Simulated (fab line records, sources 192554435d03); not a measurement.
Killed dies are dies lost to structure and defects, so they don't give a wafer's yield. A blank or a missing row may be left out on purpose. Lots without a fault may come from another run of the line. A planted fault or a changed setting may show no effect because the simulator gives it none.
One fault seen from 2 desks | flow n5_finfet | each desk has only its own numbers; what lay behind them comes last

THE METROLOGY DESK
What the gauges read, lot by lot, whatever tool the lot ran on: means of the sampled wafers that have a number. A lot is out of limits, marked OUT, if its mean lies more than 4 standard deviations from the usual mean; the brackets give that distance. Of its 11 readings 7 are shown: those that lie furthest out on some lot.
Columns: A = DIBL_P at N5_BEOL_M4_RC_MEAS_101, usual 36.4 mV/V; B = IOFF_N at N5_BEOL_M4_RC_MEAS_101, usual 0.167 nA/um; C = IOFF_P at N5_BEOL_M4_RC_MEAS_101, usual 0.219 nA/um; D = ION_N at N5_BEOL_M4_RC_MEAS_101, usual 678 uA/um; E = ION_P at N5_BEOL_M4_RC_MEAS_101, usual 464 uA/um; F = VT_N at N5_BEOL_M4_RC_MEAS_101, usual 248.5 mV; G = VT_P at N5_BEOL_M4_RC_MEAS_101, usual -249 mV
lot  | first seen here | A    | B     | C     | D   | E   | F     | G
L850 | day 5 04:49     | 36.3 | 0.188 | 0.238 | 684 | 467 | 245.8 | -248
L852 | day 5 10:46     | 35.5 | 0.171 | 0.236 | 680 | 470 | 247.9 | -246
L853 | day 5 16:08     | 36.9 | 0.181 | 0.248 | 694 | 473 | 245.3 | -245
L862 | day 7 22:26     | 37.8 | 0.177 | 0.209 | 672 | 457 | 248.2 | -252
L865 | day 8 15:10     | 35.9 | 0.147 | 0.176 | 671 | 454 | 250.2 | -254
L866 | day 9 11:13     | 37.1 | 0.159 | 0.204 | 673 | 461 | 249.2 | -252
L868 | day 9 18:50     | 37.5 | 0.170 | 0.226 | 668 | 461 | 246.9 | -250
L870 | day 10 06:22    | 38.6 | 0.172 | 0.234 | 676 | 465 | 250.7 | -249
L871 | day 10 15:27    | 37.3 | 0.204 | 0.250 | 694 | 471 | 244.3 | -248
This desk's finding: nothing out of limits on any of the 9 lots.

THE TOOL OWNER'S DESK: cmp-01
The tool's own readings at N5_MOL_CONTACT_COAG_CMP_23 (polishes, stops on SiO2, t overpolish 1.5 s, target thk 0 nm): means of the sampled wafers that have a number, for each lot that ran on this tool. A lot is out of limits, marked OUT, if its mean lies more than 4 standard deviations from the usual mean; the brackets give that distance.
Columns: A = head_pressure_psi at N5_MOL_CONTACT_COAG_CMP_23, usual 2.000 psi; B = motor_current_A at N5_MOL_CONTACT_COAG_CMP_23, usual 7.7 A; C = overpolish_run_s at N5_MOL_CONTACT_COAG_CMP_23, usual 1.500 s; D = retaining_ring_pressure_frac at N5_MOL_CONTACT_COAG_CMP_23, usual 0.999; E = time_to_endpoint_s at N5_MOL_CONTACT_COAG_CMP_23, usual 9.8 s
lot  | first seen here | A               | B   | C     | D     | E
L852 | day 5 15:13     | 2.002           | 7.4 | 1.501 | 1.004 | 10.3
L853 | day 5 22:47     | 1.999           | 6.7 | 1.498 | 0.998 | 12.7
L862 | day 8 06:53     | 1.900 (-26) OUT | 7.7 | 1.493 | 0.997 | 11.0
This desk's finding: out of limits on L862; first on L862, day 8 06:53 (head_pressure_psi at N5_MOL_CONTACT_COAG_CMP_23). In limits: L852, L853.

PUT TOGETHER
The tool owner's desk could have raised an alarm at day 8 06:53, on L862.
The metrology desk saw nothing out of limits.
The metrology desk has L862 on record, within its limits.
Of the lots named, all ran N5_MOL_CONTACT_COAG_CMP_23 on cmp-01.

WHAT THE SIMULATOR HAD PUT IN
Process parameter drift: cmp-01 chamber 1, from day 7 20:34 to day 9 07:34, at N5_MOL_CONTACT_COAG_CMP_23. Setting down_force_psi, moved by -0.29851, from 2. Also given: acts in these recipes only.
Lots struck among those shown: L862.
Hours from the fault's start to each desk's first reading out of limits: the tool owner's desk, 10.
